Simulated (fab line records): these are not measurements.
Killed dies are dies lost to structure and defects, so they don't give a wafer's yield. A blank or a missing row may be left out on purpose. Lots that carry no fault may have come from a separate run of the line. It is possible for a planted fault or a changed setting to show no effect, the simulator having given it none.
Matching of chambers || flow n5_finfet || 4 sister chambers for N5_BEOL_M10_DESCUM_16 on rie_diel-02
The step chemistry O2, time 7.9 s. 8 wafers are shown with their chamber, then 12 later ones without.

EACH WAFER AND ITS CHAMBER
{"wafer": "L074.5", "chamber": 0, "showerhead_plenum_p_Torr (Torr)": 1.99, "throttle_valve_pct (%)": 20.37}
{"wafer": "L079.5", "chamber": 2, "showerhead_plenum_p_Torr (Torr)": 2.20, "throttle_valve_pct (%)": 20.28}
{"wafer": "L082.1", "chamber": 2, "showerhead_plenum_p_Torr (Torr)": 2.20, "throttle_valve_pct (%)": 20.29}
{"wafer": "L082.2", "chamber": 0, "showerhead_plenum_p_Torr (Torr)": 1.98, "throttle_valve_pct (%)": 20.40}
{"wafer": "L082.4", "chamber": 3, "showerhead_plenum_p_Torr (Torr)": 2.12, "throttle_valve_pct (%)": 20.05}
{"wafer": "L083.1", "chamber": 1, "showerhead_plenum_p_Torr (Torr)": 2.11, "throttle_valve_pct (%)": 20.30}
{"wafer": "L083.3", "chamber": 3, "showerhead_plenum_p_Torr (Torr)": 2.12, "throttle_valve_pct (%)": 20.06}
{"wafer": "L083.5", "chamber": 1, "showerhead_plenum_p_Torr (Torr)": 2.11, "throttle_valve_pct (%)": 20.31}

WAFERS WITHOUT THEIR CHAMBER
{"wafer": "L093.1", "showerhead_plenum_p_Torr (Torr)": 2.11, "throttle_valve_pct (%)": 20.34}
{"wafer": "L093.2", "showerhead_plenum_p_Torr (Torr)": 1.97, "throttle_valve_pct (%)": 20.44}
{"wafer": "L093.3", "showerhead_plenum_p_Torr (Torr)": 2.19, "throttle_valve_pct (%)": 20.31}
{"wafer": "L093.4", "showerhead_plenum_p_Torr (Torr)": 2.12, "throttle_valve_pct (%)": 20.09}
{"wafer": "L093.5", "showerhead_plenum_p_Torr (Torr)": 2.12, "throttle_valve_pct (%)": 20.08}
{"wafer": "L093.6", "showerhead_plenum_p_Torr (Torr)": 2.19, "throttle_valve_pct (%)": 20.32}
{"wafer": "L090.1", "showerhead_plenum_p_Torr (Torr)": 1.97, "throttle_valve_pct (%)": 20.43}
{"wafer": "L090.3", "showerhead_plenum_p_Torr (Torr)": 2.19, "throttle_valve_pct (%)": 20.31}
{"wafer": "L090.5", "showerhead_plenum_p_Torr (Torr)": 2.12, "throttle_valve_pct (%)": 20.10}
{"wafer": "L094.3", "showerhead_plenum_p_Torr (Torr)": 2.19, "throttle_valve_pct (%)": 20.34}
{"wafer": "L094.5", "showerhead_plenum_p_Torr (Torr)": 2.11, "throttle_valve_pct (%)": 20.09}
{"wafer": "L094.6", "showerhead_plenum_p_Torr (Torr)": 2.19, "throttle_valve_pct (%)": 20.33}

CHAMBER TAKEN BY EACH
{"wafer": "L093.1", "from the rows above": 1, "in truth": 1}
{"wafer": "L093.2", "from the rows above": 0, "in truth": 0}
{"wafer": "L093.3", "from the rows above": 2, "in truth": 2}
{"wafer": "L093.4", "from the rows above": 3, "in truth": 3}
{"wafer": "L093.5", "from the rows above": 3, "in truth": 3}
{"wafer": "L093.6", "from the rows above": 2, "in truth": 2}
{"wafer": "L090.1", "from the rows above": 0, "in truth": 0}
{"wafer": "L090.3", "from the rows above": 2, "in truth": 2}
{"wafer": "L090.5", "from the rows above": 3, "in truth": 3}
{"wafer": "L094.3", "from the rows above": 2, "in truth": 2}
{"wafer": "L094.5", "from the rows above": 3, "in truth": 3}
{"wafer": "L094.6", "from the rows above": 2, "in truth": 2}
Placed correctly: 12 of 12. Not placeable from these rows: 0. 0 placed wrongly.
How it was worked out, from the rows above alone: a wafer's distance from a chamber is the root of the sum, over the readings, of the square of ((its reading less the chamber's mean) divided by the reading's scatter). If the next closest chamber is less than 2 further off than the closest, the wafer can't be placed; otherwise it belongs to the closest. For every chamber, the mean is computed from those of its wafers that are shown. The scatter is the square root of a quotient: the sum, over the shown wafers, of each reading's squared deviation from its chamber's mean, divided by wafers minus chambers.
